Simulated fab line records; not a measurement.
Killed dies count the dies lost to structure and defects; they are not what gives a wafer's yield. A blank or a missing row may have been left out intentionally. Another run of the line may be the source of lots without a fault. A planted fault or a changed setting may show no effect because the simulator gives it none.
Code-filled problem report in 8D (eight disciplines) form || flow nand harc || the parts of the form that need people (team, actions taken, sign-off) are left out

## 1. WHAT WENT WRONG
time to endpoint s at NHARC_A_M1_CMP_23 reads a mean of 8.2 s on 3 wafers of 2 lots; wafers without a fault read 27.5 s with a standard deviation of 2.3. That is -8.4 standard deviations from the usual mean.
The step: polishes, t overpolish 20 s, target thk 154.34 nm.
First seen on wafer L141.6, day 20 22:47, on cmp-03. The record holds 33 wafers of 11 lots with a number at this step. Rule for "out", or "out of limits": more than 4 standard deviations from the usual mean. Any other wafer with a number is counted as sound.

## 2. WHAT IT IS, WHAT IT ISN'T
{"question": "which readings at this step", "is": "time to endpoint s", "is not": "motor current A"}
{"question": "which lots", "is": "L141, L144", "is not": "L128, L130, L132, L134, L135, L140, L148, L150, L151"}
{"question": "which wafers of those lots", "is": "L141.6, L144.1, L144.5", "is not": "L141.1, L141.5, L144.4"}
{"question": "read on which tools", "is": "cmp-03", "is not": "cmp-01, cmp-02"}
{"question": "when", "is": "from day 20 22:47", "is not": "up to then (17 sound wafers); but 13 sound wafers of L140, L144, L148, L150, L151 came after"}

## 3. WHAT RULES OUT EACH SUSPECT
Counting: a tool at a process step up to the reading stays a suspect if it ran every lot that is out. Sound lots after the first of them don't rule it out here, since some wafers of a struck lot are sound.
- pecvd-01 at NHARC_A_M0_PRE_CLEAN_31 (time 12 s): kept. Every lot that is out went through it, the first being L141 (day 20 19:13); the last sound lot it ran before that was L135 (day 19 15:53).
- rie diel-09 at NHARC_A_M1_DESCUM_14 (chemistry O2, time 3 s): kept. Every lot that is out went through it, the first being L141 (day 20 20:35); the last sound lot it ran before that was L132 (day 19 17:07).
- ecd cu-02 at NHARC_A_M1_ECD_22 (material Cu, target thk 400 nm): kept. Every lot that is out went through it, the first being L141 (day 20 22:00); the last sound lot it ran before that was L134 (day 20 08:23).
- cmp-03 at NHARC_A_M1_CMP_23 (polishes, t overpolish 20 s, target thk 154.34 nm): kept. It ran every lot that is out, first L141 (day 20 22:47). Its own time to endpoint s readings are out on those wafers.
- Within rie diel-09 at NHARC_A_M1_DESCUM_14: the wafers that are out ran in chambers 2, 3; their sound lot-mates ran in chambers 0, 1.
Left after counting: pecvd-01 at NHARC_A_M0_PRE_CLEAN_31, rie diel-09 at NHARC_A_M1_DESCUM_14, ecd cu-02 at NHARC_A_M1_ECD_22, cmp-03 at NHARC_A_M1_CMP_23.

## 4. THE CAUSE (what the simulator had put in)
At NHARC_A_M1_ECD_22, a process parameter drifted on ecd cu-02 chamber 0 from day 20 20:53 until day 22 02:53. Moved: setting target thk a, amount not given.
4 suspects survive the count, and this tool is in that group.

## 5. SEQUENCE OF EFFECTS, ordered by route
Each row: a reading where the mean over the struck wafers with a number is more than 3 standard deviations away from the usual. Only readings for which the record gives a usual standard deviation are gone through. hours: the time from each lot's start at the first step in this table that gives one to its start at this step, as a median over the lots. sigmas: the change in usual standard deviations.
{"hours": 0, "step": "NHARC_A_M1_CMP_23", "reading": "time to endpoint s", "usual": "27.5 s", "on struck wafers": 8.2, "change": -19.3, "sigmas": -8.4}
Here are the process steps it includes:
- NHARC_A_M1_CMP_23: polishes, t overpolish 20 s, target thk 154.34 nm.

## 6. HOW IT WOULD HAVE BEEN CAUGHT EARLIER
2 hours passed between the start of the fault at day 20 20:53 and the first reading out of limits in this record, taken at day 20 22:47.
L144, from the lots that are out (2), started NHARC_A_M1_ECD_22 on ecd cu-02 later than day 20 22:47. Holding the tool at that time would have saved it.
